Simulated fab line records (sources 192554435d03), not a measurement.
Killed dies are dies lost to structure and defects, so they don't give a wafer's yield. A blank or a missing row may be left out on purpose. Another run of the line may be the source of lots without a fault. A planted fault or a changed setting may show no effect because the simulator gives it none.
fab line records	flow n5_finfet
[record] lots = 10	wafers = 30	last_day = 17
route steps=1938 shown MOL_CONTACT_COAG@560 PASSIVATION@1936
lots that met no fault: from a run of the same line without faults
start_h: hours from the record's opening day to when the first of the lot's shown wafers began	wait_h: hours elapsed since this lot's preceding step	" same as the row above	L1.1+2: several wafers, shown together as one row	- either no value or no given start	* or withheld: withheld	< > ~ a bound
route shown NAME@n: NAME is a module with steps in the file, n the number in the route of the first one	usual: the fault-free wafers' mean and standard deviation	same: alike in all rows	chamber/n: place in a boat	sites: readings site by site	_std_site: their standard deviation	_edge_site: inner sites' mean taken away from outer sites' mean	radius_mm: how far each site lies from the wafer's centre	mask NAME#n: copy n	behind: the tool/chamber that last shaped the wafer	hold: cause of the lot's hold/its duration in hours/its outcome	device: whichever transistor did not switch (one of n, p or np)	end of line: the route-end tests of the same wafers	a step given without rows: its recipe and nothing more	killed: at the first sort, the dies lost to defects and structure; wafer yield is something else	map: the dies of a wafer, with x for killed, . for not killed, _ for no die there
set.NAME: the run value of the setting; set.NAME@STEP: its run value at that earlier step	model.NAME: the simulator's own value behind a step, which no gauge read
route steps across a sampled set of lots; one table per step, one row per wafer
services: the hour from which a tool's chamber was out of use, counted from the record's first day as start_h (under 0 if before that day), plus the number of hours and why
[[steps]]
[step N5_MOL_CONTACT_COAG_CMP_28]
[recipe] stop_on = SiNx	t_overpolish_s = 0.85	post_cmp_clean = alkaline_brush	down_force_psi = 4.15	platen_rpm = 51.8	pad_velocity_m_s = 1.0307	target_thk_nm = 14.522
[usual] motor_current_A = 12.6/1.1	pad_life_wafers = 941/560	time_to_endpoint_s = 4.7/2
lot.wafer	tool	chamber	start_h	wait_h	motor_current_A	pad_life_wafers	time_to_endpoint_s
L827.2	cmp-02	1	100.31	0.8	12.8	979	5.9
L827.1	"	2	"	"	14.2	980	2.5
L827.3	"	3	"	"	12.1	981	0.4
L828.1	cmp-01	3	114.20	0.8	12.1	60	1.0
L828.4	"	1	"	"	10.7	62	6.5
L828.2	"	2	"	"	11.9	63	6.5
L831.1	cmp-01	0	126.38	0.8	12.4	168	4.1
L831.4	"	2	"	"	12.3	170	4.3
L831.6	"	1	"	"	11.0	-	6.4
L832.4	cmp-03	0	136.30	0.9	14.4	530	6.0
L832.6	"	2	"	"	11.8	-	9.4
L832.5	"	3	"	"	12.1	-	6.1
L839.1	cmp-03	1	176.30	0.8	12.5	853	5.3
L839.6	"	0	"	"	13.9	-	3.5
L839.5	"	1	"	"	12.2	-	5.1
L840.4	cmp-02	3	193.74	0.8	12.6	1722	3.5
L840.1	"	2	"	"	14.0	1725	4.9
L840.5	"	3	"	"	12.6	-	7.2
L845.1	cmp-02	0	212.73	0.8	14.5	1873	5.4
L845.4	"	2	"	"	14.2	1875	3.9
L845.6	"	0	"	"	15.7	-	4.9
L847.3	cmp-03	0	231.17	0.8	14.0	1381	2.1
L847.5	"	3	"	"	12.0	-	2.8
L847.6	"	0	"	"	13.3	-	4.0
L848.4	cmp-03	0	231.36	0.0	13.4	1386	2.7
L848.1	"	1	"	"	12.3	1387	1.5
L848.6	"	0	"	"	14.6	-	3.0
L849.3	cmp-02	3	237.34	0.8	13.3	1980	2.6
L849.1	"	1	"	"	13.0	1982	4.1
L849.2	"	2	"	"	14.5	1983	3.8
[step N5_MOL_CONTACT_COAG_ALD_123]
[recipe] material = SiNx	target_thk_a = 50	temp_c = 400	ald_precursor_family = SiH2I2	ald_co_reactant = N2/H2-plasma	pulse_time_s = 1	purge_time_s = 2	co_reactant_purge_time_s = 2	ald_cycles = 100	pressure_torr = 2
[usual] heater_power_w = 854/68	precursor_pulse_height_rel = 1.001/0.02
lot.wafer	tool	chamber	start_h	wait_h	heater_power_w	precursor_pulse_height_rel
L827.1	ald_sin-03	1	102.15	1.6	924	1.013
L827.2	"	0	"	"	754	0.975
L827.3	"	2	"	"	898	1.010
L828.1	ald_sin-02	2	114.71	0.2	846	1.021
L828.2	"	1	"	"	942	1.020
L828.4	"	2	"	"	867	1.031
L831.1	ald_sin-04	1	126.71	0.0	868	1.027
L831.4	"	2	"	"	858	0.977
L831.6	"	0	"	"	825	0.985
L832.4	ald_sin-03	0	136.80	0.3	759	0.979
L832.5	"	3	"	"	950	0.946
L832.6	"	1	"	"	868	0.984
L839.1	ald_sin-03	1	176.59	0.0	877	1.040
L839.5	"	1	"	"	901	0.983
L839.6	"	0	"	"	759	0.969
L840.1	ald_sin-04	3	194.11	0.1	803	1.001
L840.4	"	0	"	"	842	1.017
L840.5	"	3	"	"	787	1.000
L845.1	ald_sin-03	1	213.03	0.0	917	0.997
L845.4	"	3	"	"	920	1.039
L845.6	"	2	"	"	908	0.979
L847.3	ald_sin-02	0	231.46	0.0	724	1.002
L847.5	"	1	"	"	956	0.990
L847.6	"	2	"	"	891	0.986
L848.1	ald_sin-04	1	231.69	0.0	905	1.006
L848.4	"	1	"	"	882	0.961
L848.6	"	3	"	"	806	1.000
L849.1	ald_sin-03	2	237.67	0.0	900	0.990
L849.2	"	3	"	"	913	0.995
L849.3	"	1	"	"	930	0.998
[step N5_MOL_CONTACT_COAG_ETCH_91]
[recipe] chemistry = N2/H2	target = SOC	target_depth_a = 600	overetch_a = 210	mask_material = SiARC	temp_c = 40	time_s = 101.2	ion_energy_ev = 200	pressure_mtorr = 30	source_w = 840	bias_w = 150	n2_flow_sccm = 200	h2_flow_sccm = 200
[usual] drypump_motor_current_A = 5.9/0.47	h2_flow_sccm = 200.1/0.59	oes_product_au = 0.63/0.068	rf_fwd_power_W = 834.1/2.7	rf_vpp_V = 523.6/2.2	showerhead_plenum_p_Torr = 2.53/0.074	throttle_valve_pct = 17.78/0.23
lot.wafer	tool	chamber	start_h	wait_h	drypump_motor_current_A	h2_flow_sccm	oes_product_au	rf_fwd_power_W	rf_hours_counter_h	rf_vpp_V	showerhead_plenum_p_Torr	throttle_valve_pct
L827.1	rie_diel-03	1	103.55	0.0	6.6	199.8	0.75	831.1	30	521.8	2.50	17.47
L827.2	"	0	"	"	5.4	199.4	0.62	836.4	161	522.2	2.52	17.78
L827.3	"	2	"	"	6.0	199.2	0.62	837.7	198	525.8	2.63	18.37
L828.1	rie_diel-03	1	116.33	0.0	6.6	200.8	0.74	832.6	34	521.3	2.49	17.48
L828.2	"	3	"	"	5.5	198.8	0.77	838.1	16	523.5	2.51	17.74
L828.4	"	0	"	"	5.4	199.8	0.62	831.4	-	523.6	2.52	17.79
L831.1	rie_diel-04	3	128.03	0.0	6.1	199.7	0.68	835.1	98	523.0	2.46	17.59
L831.4	"	0	"	"	6.6	200.3	0.59	838.8	201	526.0	2.63	17.59
L831.6	"	1	"	"	6.1	199.0	0.59	834.3	-	526.4	2.63	17.58
L832.4	rie_diel-03	2	137.87	0.0	6.0	200.1	0.61	834.8	207	526.3	2.62	18.37
L832.5	"	0	"	"	5.3	200.2	0.62	830.8	-	522.9	2.52	17.79
L832.6	"	3	"	"	5.5	199.9	0.76	837.0	-	522.7	2.50	17.74
L839.1	rie_diel-03	0	177.90	0.0	5.3	200.8	0.61	833.5	189	523.8	2.51	17.83
L839.5	"	3	"	"	5.5	199.6	0.73	836.9	-	521.4	2.50	17.77
L839.6	"	0	"	"	5.3	199.9	0.61	836.5	-	523.0	2.51	17.82
L840.1	rie_diel-03	3	195.56	0.0	5.5	199.4	0.73	1033.6	49	486.9	2.49	17.80
L840.4	"	1	"	"	6.6	199.6	0.70	1036.2	67	485.5	2.48	17.54
L840.5	"	3	"	"	5.5	200.0	0.72	1040.0	-	486.2	2.49	17.79
L845.1	rie_diel-03	0	214.44	0.0	5.4	200.3	0.59	1034.3	204	487.5	2.50	17.85
L845.4	"	1	"	"	6.6	200.4	0.70	1040.7	74	486.3	2.48	17.56
L845.6	"	3	"	"	5.5	199.7	0.73	1035.5	-	485.0	2.49	17.82
L847.3	rie_diel-04	3	233.12	0.0	6.0	199.2	0.65	832.6	140	519.6	2.44	17.66
L847.5	"	3	"	"	6.0	200.9	0.65	832.6	-	521.2	2.44	17.66
L847.6	"	2	"	"	6.4	200.3	0.58	835.0	-	523.8	2.51	18.19
L848.1	rie_diel-05	2	233.22	0.0	6.0	200.0	0.82	833.7	4	526.8	2.72	17.73
L848.4	"	1	"	"	5.0	199.5	0.59	832.3	-	523.8	2.52	17.74
L848.6	"	2	"	"	6.0	200.2	0.82	834.6	-	528.0	2.72	17.74
L849.1	rie_diel-05	2	239.21	0.0	6.0	200.6	0.81	831.1	7	527.9	2.72	17.72
L849.2	"	3	"	"	6.2	200.4	0.57	834.3	251	525.9	2.59	17.62
L849.3	"	1	"	"	5.0	200.2	0.59	835.3	216	523.4	2.52	17.75
[step N5_MOL_CONTACT_COAG_ETCH_47]
[recipe] chemistry = CH3F/O2	target = SiNx	target_depth_a = 270	mask_material = SiO2	stop_on = W	over_etch_frac = 0.2	ion_energy_ev = 120	endpoint = OES-CN	pressure_mtorr = 30	source_w = 395	bias_w = 73	Ar_flow_sccm = 150	CH3F_flow_sccm = 30	O2_flow_sccm = 20	ends = end_point
[usual] drypump_motor_current_A = 5.9/0.46	etch_rf_on_time_s = 31.3/0.66	oes_product_au = 0.67/0.081	rf_fwd_power_W = 385.6/1.6	rf_vpp_V = 295/5.3	showerhead_plenum_p_Torr = 1.99/0.06	throttle_valve_pct = 16.30/0.21
lot.wafer	tool	chamber	start_h	wait_h	drypump_motor_current_A	etch_rf_on_time_s	oes_product_au	rf_fwd_power_W	rf_hours_counter_h	rf_vpp_V	showerhead_plenum_p_Torr	throttle_valve_pct
L827.1	rie_diel-03	1	103.78	0.0	6.6	30.5	0.81	386.1	30	294	1.96	15.98
L827.2	"	0	"	"	5.3	31.4	0.66	385.2	161	295	2.00	16.39
L827.3	"	2	"	"	6.0	31.2	0.65	386.0	198	300	2.07	16.84
L828.1	rie_diel-03	1	116.56	0.0	6.6	30.6	0.81	383.9	35	294	1.96	16.00
L828.2	"	3	"	"	5.5	30.0	0.84	385.4	17	300	1.98	16.32
L828.4	"	0	"	"	5.3	31.3	0.66	385.3	-	294	2.00	16.42
L831.1	rie_diel-04	3	128.26	0.0	6.0	31.5	0.73	386.0	98	306	1.94	16.09
L831.4	"	0	"	"	6.6	32.2	0.62	386.2	201	302	2.07	16.14
L831.6	"	1	"	"	6.1	31.1	0.63	385.5	-	296	2.06	16.16
L832.4	rie_diel-03	2	138.10	0.0	6.0	31.7	0.64	388.2	207	298	2.07	16.85
L832.5	"	0	"	"	5.3	31.5	0.65	385.7	-	296	2.00	16.44
L832.6	"	3	"	"	5.5	30.2	0.82	385.6	-	299	1.98	16.32
L839.1	rie_diel-03	0	178.13	0.0	5.3	31.1	0.64	383.8	189	295	2.00	16.45
L839.5	"	3	"	"	5.5	29.9	0.81	386.5	-	300	1.97	16.36
L839.6	"	0	"	"	5.3	30.8	0.65	384.6	-	294	2.00	16.46
L840.1	rie_diel-03	3	195.79	0.0	5.5	30.3	0.79	386.4	49	299	1.97	16.36
L840.4	"	1	"	"	6.6	30.6	0.76	386.8	67	293	1.95	16.05
L840.5	"	3	"	"	5.5	30.5	0.79	387.5	-	300	1.97	16.35
L845.1	rie_diel-03	0	214.67	0.0	5.4	31.9	0.63	386.4	204	295	1.99	16.47
L845.4	"	1	"	"	6.6	30.1	0.76	385.8	74	294	1.95	16.06
L845.6	"	3	"	"	5.5	30.2	0.78	385.0	-	300	1.96	16.38
L847.3	rie_diel-04	3	233.35	0.0	6.0	31.5	0.69	383.4	140	303	1.93	16.19
L847.5	"	3	"	"	6.1	31.0	0.70	382.5	-	305	1.93	16.18
L847.6	"	2	"	"	6.3	31.1	0.61	384.5	-	293	1.96	16.62
L848.1	rie_diel-05	2	233.45	0.0	5.9	30.4	0.89	384.2	4	299	2.13	16.08
L848.4	"	1	"	"	5.0	31.4	0.63	385.0	-	290	1.98	16.24
L848.6	"	2	"	"	5.9	30.1	0.90	385.2	-	298	2.13	16.09
L849.1	rie_diel-05	2	239.44	0.0	6.0	30.2	0.88	384.9	7	297	2.13	16.08
L849.2	"	3	"	"	6.1	32.1	0.61	384.8	251	285	2.05	16.24
L849.3	"	1	"	"	5.0	31.9	0.62	385.1	216	289	1.98	16.24
[step N5_PASSIVATION_PROBE_49]
[usual] killed_at_M0_to_M3 = 34/11	killed_at_M4_up = 14/5.7	killed_at_contacts = 14/6.9	killed_at_front_end = 40/11	killed_at_other = 4/3.1	killed_dies = 105/17	killed_on_rim = 14/4.1	killed_open = 70/13	killed_short = 34/7.6
[same] gross_dies = 1180	killed_at_back_side = 0
lot.wafer	tool	chamber	start_h	wait_h	killed_at_M0_to_M3	killed_at_M4_up	killed_at_contacts	killed_at_front_end	killed_at_other	killed_dies	killed_on_rim	killed_open	killed_short
L828.1	prober-01	-	270.51	0.0	35	6	9	37	4	91	7	59	32
L828.2	prober-01	-	270.56	0.1	53	11	10	52	8	134	12	88	43
L828.4	prober-01	-	270.66	0.2	29	15	8	30	9	91	12	62	29
L827.1	prober-02	-	278.40	0.0	17	20	24	53	4	118	17	86	30
L827.2	prober-02	-	278.45	0.1	20	9	17	35	0	81	8	51	28
L827.3	prober-02	-	278.50	0.1	43	7	11	40	1	102	21	62	38
L832.4	prober-01	-	309.19	0.2	34	11	12	52	4	113	17	73	40
L832.5	prober-01	-	309.24	0.2	37	7	10	46	4	104	10	75	29
L832.6	prober-01	-	309.29	0.3	30	9	6	63	2	110	19	70	39
L831.1	prober-01	-	310.99	0.0	19	11	17	16	11	74	10	52	22
L831.4	prober-01	-	311.14	0.2	36	13	11	36	4	100	16	65	35
L831.6	prober-01	-	311.24	0.3	36	15	11	26	4	92	14	59	33
L839.1	prober-01	-	348.40	0.2	30	11	9	31	0	81	13	55	26
L839.5	prober-01	-	348.60	0.4	52	5	18	37	2	114	13	73	41
L839.6	prober-01	-	348.65	0.5	25	22	11	19	0	77	7	56	21
L840.1	prober-01	-	369.38	0.0	33	11	31	45	11	131	17	84	47
L840.4	prober-01	-	369.53	0.2	48	11	11	55	10	135	17	83	52
L840.5	prober-01	-	369.58	0.2	34	14	6	50	5	109	16	67	41
L845.1	prober-01	-	403.27	0.0	24	10	13	28	4	79	9	49	30
L845.4	prober-01	-	403.42	0.2	36	15	10	29	2	92	11	59	33
L845.6	prober-01	-	403.52	0.3	55	13	16	33	2	119	14	84	35
L849.1	prober-02	-	410.95	0.0	28	15	13	36	0	92	10	61	29
L849.2	prober-02	-	411.00	0.1	38	24	21	35	1	119	24	78	38
L849.3	prober-02	-	411.05	0.1	33	10	14	66	1	124	17	85	38
L847.3	prober-01	-	411.07	0.1	29	7	15	38	5	94	11	58	34
L847.5	prober-01	-	411.17	0.2	32	5	19	47	5	108	13	72	35
L847.6	prober-01	-	411.22	0.3	34	9	36	45	7	131	20	100	31
L848.1	prober-01	-	413.92	0.0	27	21	12	42	0	102	19	70	31
L848.4	prober-01	-	414.07	0.2	37	8	21	38	3	107	12	75	32
L848.6	prober-01	-	414.17	0.3	44	9	19	14	1	87	13	58	29
// killed by level:class
L828.1 BEOL_M0_SAQP:geometric_particle:short=9 FIN_SAQP:geometric_particle:open=7 MOL_CONTACT_COAG:geometric_particle:open=7 BEOL_M0_SAQP:geometric_particle:open=7 BEOL_M3:geometric_particle:open=6 STI_FIN_REVEAL:geometric_particle:open=5 DUMMY_GATE:geometric_particle:open=5 FIN_SAQP:geometric_particle:short=4
L828.2 STI_FIN_REVEAL:geometric_particle:open=13 BEOL_M3:geometric_particle:open=13 BEOL_M0_SAQP:geometric_particle:short=12 BEOL_M0_SAQP:geometric_particle:open=12 DUMMY_GATE:geometric_particle:open=8 MOL_CONTACT_COAG:geometric_particle:open=8 FIN_SAQP:geometric_particle:open=5 FIN_SAQP:geometric_particle:short=4
L828.4 FIN_SAQP:geometric_particle:open=9 MOL_CONTACT_COAG:geometric_particle:open=8 BEOL_M0_SAQP:geometric_particle:short=8 BEOL_M1:geometric_particle:open=7 GATE_CUT:geometric_particle:short=6 BEOL_M3:geometric_particle:open=5 BEOL_M0_SAQP:geometric_particle:open=5 BEOL_M4:geometric_particle:open=5
L827.1 MOL_CONTACT_COAG:geometric_particle:open=19 FIN_SAQP:geometric_particle:short=11 DUMMY_GATE:geometric_particle:open=11 STI_FIN_REVEAL:geometric_particle:open=10 FIN_SAQP:geometric_particle:open=9 BEOL_M1:geometric_particle:open=8 BEOL_M4:geometric_particle:open=7 MOL_CONTACT_COAG:geometric_particle:short=5
L827.2 MOL_CONTACT_COAG:geometric_particle:open=13 FIN_SAQP:geometric_particle:short=7 BEOL_M0_SAQP:geometric_particle:open=7 BEOL_M0_SAQP:geometric_particle:short=6 STARTING-WAFER:geometric_particle:open=6 DUMMY_GATE:geometric_particle:open=4 GATE_CUT:geometric_particle:short=4 MOL_CONTACT_COAG:geometric_particle:short=4
L827.3 FIN_SAQP:geometric_particle:open=12 BEOL_M2:geometric_particle:short=10 BEOL_M2:geometric_particle:open=7 FIN_SAQP:geometric_particle:short=6 BEOL_M0_SAQP:geometric_particle:short=6 MOL_CONTACT_COAG:geometric_particle:open=6 BEOL_M1:geometric_particle:open=6 BEOL_M4:geometric_particle:open=6
L832.4 FIN_SAQP:geometric_particle:open=15 FIN_SAQP:geometric_particle:short=12 BEOL_M0_SAQP:geometric_particle:open=10 MOL_CONTACT_COAG:geometric_particle:open=9 BEOL_M0_SAQP:geometric_particle:short=8 DUMMY_GATE:geometric_particle:open=6 BEOL_M0:geometric_particle:open=6 DUMMY_GATE:geometric_particle:short=4
L832.5 FIN_SAQP:geometric_particle:open=11 FIN_SAQP:geometric_particle:short=9 MOL_CONTACT_COAG:geometric_particle:open=8 BEOL_M3:geometric_particle:open=7 BEOL_M0:geometric_particle:open=7 DUMMY_GATE:geometric_particle:open=6 BEOL_M0_SAQP:geometric_particle:short=6 BEOL_M2:geometric_particle:open=6
L832.6 STI_FIN_REVEAL:geometric_particle:open=15 FIN_SAQP:geometric_particle:open=12 FIN_SAQP:geometric_particle:short=11 BEOL_M2:geometric_particle:open=8 BEOL_M3:geometric_particle:open=6 DUMMY_GATE:geometric_particle:short=5 BEOL_M0_SAQP:geometric_particle:open=5 GATE_CUT:geometric_particle:short=4
L831.1 MOL_CONTACT_COAG:geometric_particle:open=13 BEOL_M3:geometric_particle:open=10 MIM_BOT:geometric_particle:short=6 DUMMY_GATE:geometric_particle:open=4 MOL_CONTACT_COAG:geometric_particle:short=4 STARTING-WAFER:geometric_particle:short=4 BEOL_M0_SAQP:geometric_particle:open=3 BEOL_M2:geometric_particle:open=3
L831.4 BEOL_M0_SAQP:geometric_particle:short=12 BEOL_M3:geometric_particle:open=11 FIN_SAQP:geometric_particle:open=9 MOL_CONTACT_COAG:geometric_particle:open=9 BEOL_M0_SAQP:geometric_particle:open=5 BEOL_M4:geometric_particle:open=4 FIN_SAQP:geometric_particle:short=4 GATE_CUT:geometric_particle:short=4
L831.6 BEOL_M0_SAQP:geometric_particle:open=9 BEOL_M3:geometric_particle:open=9 BEOL_M0_SAQP:geometric_particle:short=7 BEOL_M4:geometric_particle:open=7 MOL_CONTACT_COAG:geometric_particle:open=6 GATE_CUT:geometric_particle:short=5 MOL_CONTACT_COAG:geometric_particle:short=5 BEOL_M2:geometric_particle:open=4
L839.1 STI_FIN_REVEAL:geometric_particle:open=12 BEOL_M3:geometric_particle:open=9 BEOL_M0_SAQP:geometric_particle:short=7 MOL_CONTACT_COAG:geometric_particle:open=6 BEOL_M0_SAQP:geometric_particle:open=4 BEOL_M0:geometric_particle:open=4 BEOL_M4:geometric_particle:open=4 STI_FIN_REVEAL:geometric_particle:short=3
L839.5 BEOL_M1:geometric_particle:open=16 BEOL_M0_SAQP:geometric_particle:short=14 MOL_CONTACT_COAG:geometric_particle:open=13 STI_FIN_REVEAL:geometric_particle:open=11 BEOL_M0_SAQP:geometric_particle:open=11 FIN_SAQP:geometric_particle:short=7 FIN_SAQP:geometric_particle:open=5 MOL_CONTACT_COAG:geometric_particle:short=5
L839.6 BEOL_M0_SAQP:geometric_particle:open=8 STI_FIN_REVEAL:geometric_particle:open=6 MOL_CONTACT_COAG:geometric_particle:open=6 BEOL_M5:geometric_particle:open=6 MOL_CONTACT_COAG:geometric_particle:short=5 BEOL_M0_SAQP:geometric_particle:short=5 BEOL_M4:geometric_particle:open=5 BEOL_M6:geometric_particle:open=5
L840.1 MOL_CONTACT_COAG:geometric_particle:short=16 MOL_CONTACT_COAG:geometric_particle:open=15 FIN_SAQP:geometric_particle:open=14 STI_FIN_REVEAL:geometric_particle:open=12 BEOL_M0_SAQP:geometric_particle:open=9 BEOL_M0_SAQP:geometric_particle:short=8 BEOL_M4:geometric_particle:open=7 PASS1_CAP:geometric_particle:short=6
L840.4 FIN_SAQP:geometric_particle:open=18 BEOL_M0_SAQP:geometric_particle:short=13 BEOL_M0_SAQP:geometric_particle:open=13 FIN_SAQP:geometric_particle:short=10 MOL_CONTACT_COAG:geometric_particle:open=8 STI_FIN_REVEAL:geometric_particle:open=6 BEOL_M3:geometric_particle:open=6 STARTING-WAFER:geometric_particle:short=6
L840.5 FIN_SAQP:geometric_particle:short=13 FIN_SAQP:geometric_particle:open=9 DUMMY_GATE:geometric_particle:open=9 STI_FIN_REVEAL:geometric_particle:open=8 BEOL_M0_SAQP:geometric_particle:short=7 BEOL_M2:geometric_particle:open=6 MOL_CONTACT_COAG:geometric_particle:open=6 BEOL_M0_SAQP:geometric_particle:open=5
L845.1 MOL_CONTACT_COAG:geometric_particle:open=10 FIN_SAQP:geometric_particle:open=7 BEOL_M0_SAQP:geometric_particle:open=7 STI_FIN_REVEAL:geometric_particle:open=6 BEOL_M0_SAQP:geometric_particle:short=5 FIN_SAQP:geometric_particle:short=4 BEOL_M3:geometric_particle:open=4 GATE_CUT:geometric_particle:short=3
L845.4 BEOL_M0_SAQP:geometric_particle:open=10 STI_FIN_REVEAL:geometric_particle:open=8 MOL_CONTACT_COAG:geometric_particle:open=8 BEOL_M2:geometric_particle:open=7 BEOL_M3:geometric_particle:open=7 FIN_SAQP:geometric_particle:short=5 GATE_CUT:geometric_particle:short=4 BEOL_M0_SAQP:geometric_particle:short=4
L845.6 STI_FIN_REVEAL:geometric_particle:open=13 MOL_CONTACT_COAG:geometric_particle:open=12 BEOL_M0_SAQP:geometric_particle:open=12 BEOL_M0_SAQP:geometric_particle:short=10 BEOL_M0:geometric_particle:open=9 BEOL_M3:geometric_particle:open=6 BEOL_M2:geometric_particle:open=5 FIN_SAQP:geometric_particle:open=4
L849.1 MOL_CONTACT_COAG:geometric_particle:open=11 FIN_SAQP:geometric_particle:open=9 BEOL_M1:geometric_particle:open=9 BEOL_M4:geometric_particle:open=6 FIN_SAQP:geometric_particle:short=5 GATE_CUT:geometric_particle:short=5 STI_FIN_REVEAL:geometric_particle:open=4 DUMMY_GATE:geometric_particle:open=4
L849.2 MOL_CONTACT_COAG:geometric_particle:open=14 BEOL_M0_SAQP:geometric_particle:open=11 BEOL_M4:geometric_particle:open=11 FIN_SAQP:geometric_particle:short=9 FIN_SAQP:geometric_particle:open=8 BEOL_M0_SAQP:geometric_particle:short=8 MOL_CONTACT_COAG:geometric_particle:short=7 BEOL_M3:geometric_particle:open=7
L849.3 STI_FIN_REVEAL:geometric_particle:open=27 MOL_CONTACT_COAG:geometric_particle:open=13 FIN_SAQP:geometric_particle:short=11 FIN_SAQP:geometric_particle:open=9 STI_FIN_REVEAL:geometric_particle:short=9 BEOL_M2:geometric_particle:open=7 BEOL_M3:geometric_particle:open=6 BEOL_M0_SAQP:geometric_particle:open=4
L847.3 MOL_CONTACT_COAG:geometric_particle:open=13 BEOL_M0_SAQP:geometric_particle:short=10 BEOL_M0_SAQP:geometric_particle:open=9 GATE_CUT:geometric_particle:short=8 STI_FIN_REVEAL:geometric_particle:open=8 STARTING-WAFER:geometric_particle:open=5 DUMMY_GATE:geometric_particle:open=4 BEOL_M2:geometric_particle:open=4
L847.5 MOL_CONTACT_COAG:geometric_particle:open=17 STI_FIN_REVEAL:geometric_particle:open=15 BEOL_M0_SAQP:geometric_particle:short=10 BEOL_M0_SAQP:geometric_particle:open=8 STI_FIN_REVEAL:geometric_particle:short=6 GATE_CUT:geometric_particle:short=6 FIN_SAQP:geometric_particle:open=5 BEOL_M3:geometric_particle:open=5
L847.6 MOL_CONTACT_COAG:geometric_particle:open=33 BEOL_M1:geometric_particle:open=14 STI_FIN_REVEAL:geometric_particle:open=12 FIN_SAQP:geometric_particle:open=10 BEOL_M0_SAQP:geometric_particle:open=8 BEOL_M0_SAQP:geometric_particle:short=6 FIN_SAQP:geometric_particle:short=4 GATE_CUT:geometric_particle:short=4
L848.1 MOL_CONTACT_COAG:geometric_particle:open=11 STI_FIN_REVEAL:geometric_particle:open=10 GATE_CUT:geometric_particle:short=8 BEOL_M4:geometric_particle:open=6 BEOL_M0_SAQP:geometric_particle:open=6 FIN_SAQP:geometric_particle:open=5 BEOL_M0_SAQP:geometric_particle:short=5 BEOL_M4:geometric_particle:short=5
L848.4 MOL_CONTACT_COAG:geometric_particle:open=17 BEOL_M2:geometric_particle:open=10 STI_FIN_REVEAL:geometric_particle:open=7 BEOL_M0_SAQP:geometric_particle:short=7 FIN_SAQP:geometric_particle:open=6 BEOL_M0_SAQP:geometric_particle:open=6 BEOL_M1:geometric_particle:open=6 GATE_CUT:geometric_particle:short=5
L848.6 MOL_CONTACT_COAG:geometric_particle:open=13 BEOL_M2:geometric_particle:open=12 BEOL_M0_SAQP:geometric_particle:open=9 BEOL_M0_SAQP:geometric_particle:short=9 MOL_CONTACT_COAG:geometric_particle:short=6 BEOL_M4:geometric_particle:open=5 FIN_SAQP:geometric_particle:open=3 BEOL_M0:geometric_particle:open=3
[[services]]
tool	chamber	start_h	hours	kind
ald_sin-04	-	80.53	2.8	pm
cmp-03	-	85.06	0.3	repair
cmp-03	-	93.94	15.1	pm
rie_diel-03	-	95.44	6.3	repair
cmp-01	-	97.63	0.5	repair
cmp-02	-	104.15	4.2	pm
cmp-01	-	104.41	4.0	pm
rie_diel-04	1	111.29	4.4	repair
cmp-03	-	127.94	1.8	repair
ald_sin-03	2	129.97	7.7	repair
rie_diel-04	0	137.60	42.6	repair
ald_sin-04	-	147.83	1.5	repair
rie_diel-05	-	172.74	15.6	pm
ald_sin-02	-	176.75	14.0	pm
rie_diel-05	2	209.68	-	clean
rie_diel-05	2	209.68	-	consumable_replace:focus_ring
rie_diel-05	2	209.68	-	consumable_replace:showerhead
rie_diel-05	2	209.68	16.3	scheduled_down
cmp-02	-	216.64	14.7	repair
ald_sin-04	-	218.74	0.8	pm
rie_diel-04	-	223.43	2.3	repair
ald_sin-02	1	224.96	5.9	repair
ald_sin-04	0	225.34	7.4	repair
cmp-01	-	225.54	12.0	repair
[[key]]
[first_sign] step = N5_MOL_CONTACT_COAG_ETCH_91	reading = rf_fwd_power_W	direction = up	sigmas = 74	usual = *	struck = *
[effect] step = N5_MOL_CONTACT_COAG_ETCH_91	reading = rf_vpp_V	direction = down	sigmas = 17	usual = 523.6	struck = 486.2
met_at N5_MOL_CONTACT_COAG_ETCH_91
struck_lots L840,L845
tester_left_out L840,L845
not_acting_at N5_MOL_CONTACT_COAG_CMP_28,N5_MOL_CONTACT_COAG_ALD_123,N5_MOL_CONTACT_COAG_ETCH_47
onset_between 177.90 195.56
[fault] kind = process_parameter_drift	tool = rie_diel-03	chamber = -	onset_h = 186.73	steps = N5_MOL_CONTACT_COAG_ETCH_91	channel = source_w	offset = 201.6	shape = step	end_h = 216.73	acts_in = these_recipes_only	stated = 840
// tester_left_out: of these lots the tester's yield and bins aren't shown, on N5 and GAA mostly nor the transistor test; their killed dies are dies lost to structure and defects alone, not to doping, threshold or leakage, so they don't give the yield
